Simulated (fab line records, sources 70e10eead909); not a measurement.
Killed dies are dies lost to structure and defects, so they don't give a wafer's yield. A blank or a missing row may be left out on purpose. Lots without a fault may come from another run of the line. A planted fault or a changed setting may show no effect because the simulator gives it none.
One fault seen from 3 desks | flow nand_harc | each desk has only its own numbers; what lay behind them comes last

THE METROLOGY DESK
What the gauges read, lot by lot, whatever tool the lot ran on: means of the sampled wafers that have a number. A lot is out of limits, marked OUT, if its mean lies more than 4 standard deviations from the usual mean; the brackets give that distance.
Columns: A = cd_nm at NHARC_P_M2_CD_MEAS_09, usual 170.1 nm
lot  | first seen here | A
L938 | day 6 16:20     | 169.4
L939 | day 6 22:50     | 169.4
L942 | day 8 02:49     | 170.9
L946 | day 9 14:53     | 170.1
L953 | day 13 02:03    | 173.9 (+6.2) OUT
L955 | day 13 12:50    | 172.7 (+4.2) OUT
L956 | day 14 06:32    | 170.5
L958 | day 14 13:42    | 169.8
L957 | day 14 14:07    | 170.5
L961 | day 15 21:02    | 170.7
This desk's finding: out of limits on L953, L955; first on L953, day 13 02:03 (cd_nm at NHARC_P_M2_CD_MEAS_09). In limits: L938, L939, L942, L946, L956, L958, L957, L961.

THE DEFECT DESK
What the inspections along the route counted, lot by lot: means of the sampled wafers that have a number. A lot is out of limits, marked OUT, if its mean lies more than 4 standard deviations from the usual mean; the brackets give that distance.
Columns: A = raw_defect_count at NHARC_P_M1_INSPECT_27, usual 328
lot  | first seen here | A
L938 | day 6 14:53     | 288
L939 | day 6 21:27     | 406
L942 | day 8 01:20     | 288
L946 | day 9 13:38     | 380
L953 | day 13 00:39    | 261
L955 | day 13 11:36    | 319
L956 | day 14 05:09    | 313
L958 | day 14 12:20    | 418
L957 | day 14 12:43    | 482
L961 | day 15 19:40    | 285
This desk's finding: nothing out of limits on any of the 10 lots.

THE TOOL OWNER'S DESK: arfi_scanner-03
The tool's own readings at NHARC_P_M2_EXPOSE_06 (exposes mask P M2, target cd 170 nm): means of the sampled wafers that have a number, for each lot that ran on this tool. A lot is out of limits, marked OUT, if its mean lies more than 4 standard deviations from the usual mean; the brackets give that distance.
Columns: A = stage_vel_mm_s at NHARC_P_M2_EXPOSE_06, usual 499.97 mm/s
lot  | first seen here | A
L938 | day 6 16:11     | 500.11
L942 | day 8 02:40     | 500.25
L953 | day 13 01:55    | 500.34
L955 | day 13 12:42    | 499.85
This desk's finding: nothing out of limits on any of the 4 lots.

PUT TOGETHER
The metrology desk could have raised an alarm at day 13 02:03, on L953, L955.
The defect desk saw nothing out of limits.
The tool owner's desk saw nothing out of limits.
The defect desk has L953, L955 on record, within its limits.
The tool owner's desk has L953, L955 on record, within its limits.
Of the lots named, all ran NHARC_P_M2_EXPOSE_06 on arfi_scanner-03.

WHAT THE SIMULATOR HAD PUT IN
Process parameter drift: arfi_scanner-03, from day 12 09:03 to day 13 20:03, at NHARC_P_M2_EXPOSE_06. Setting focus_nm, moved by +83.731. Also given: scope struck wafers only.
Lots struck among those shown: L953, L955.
Hours from the fault's start to each desk's first reading out of limits: the metrology desk, 17.
